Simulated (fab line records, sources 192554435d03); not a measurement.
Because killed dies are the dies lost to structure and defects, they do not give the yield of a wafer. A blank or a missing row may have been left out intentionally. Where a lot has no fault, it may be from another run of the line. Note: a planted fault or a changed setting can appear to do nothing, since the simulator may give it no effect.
Matching of chambers -- flow n5 finfet -- rie diel-02 running N5_FIN_CUT_ETCH_20: 4 sister chambers
The step etches SiARC in CF4, target depth 26 nm, time 43.3 s. 4 wafers are shown with their chamber, then 10 later ones without.

## EACH WAFER AND ITS CHAMBER
wafer,chamber,showerhead plenum p Torr (Torr)
L086.4,2,2.23
L086.6,3,2.13
L088.1,0,2.12
L088.2,1,2.08

## WAFERS WHOSE CHAMBER IS MISSING
wafer,showerhead plenum p Torr (Torr)
L088.4,2.12
L091.3,2.13
L091.4,2.08
L091.6,2.12
L093.4,2.12
L093.5,2.22
L093.6,2.12
L095.1,2.12
L095.4,2.22
L095.5,2.12

## WHICH CHAMBER EACH ONE RAN IN
wafer,from the rows above,in truth
L088.4,0,0
L091.3,3,3
L091.4,1,1
L091.6,0,0
L093.4,0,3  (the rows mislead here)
L093.5,2,2
L093.6,0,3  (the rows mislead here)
L095.1,0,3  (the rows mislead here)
L095.4,2,2
L095.5,0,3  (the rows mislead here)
Placed correctly: 6 of 10. From these rows, 0 cannot be placed. 4 placed wrongly.
How it was worked out, from the rows above alone: a wafer's distance from a chamber is the root of the sum, over the readings, of the square of ((its reading less the chamber's mean) divided by the reading's scatter). If the next closest chamber is less than 2 further off than the closest, the wafer can't be placed; otherwise it belongs to the closest. Each chamber's mean is taken over the wafers shown for it. The scatter: root of mean squared gap, hidden wafer to nearest shown wafer, with one shown wafer a chamber.
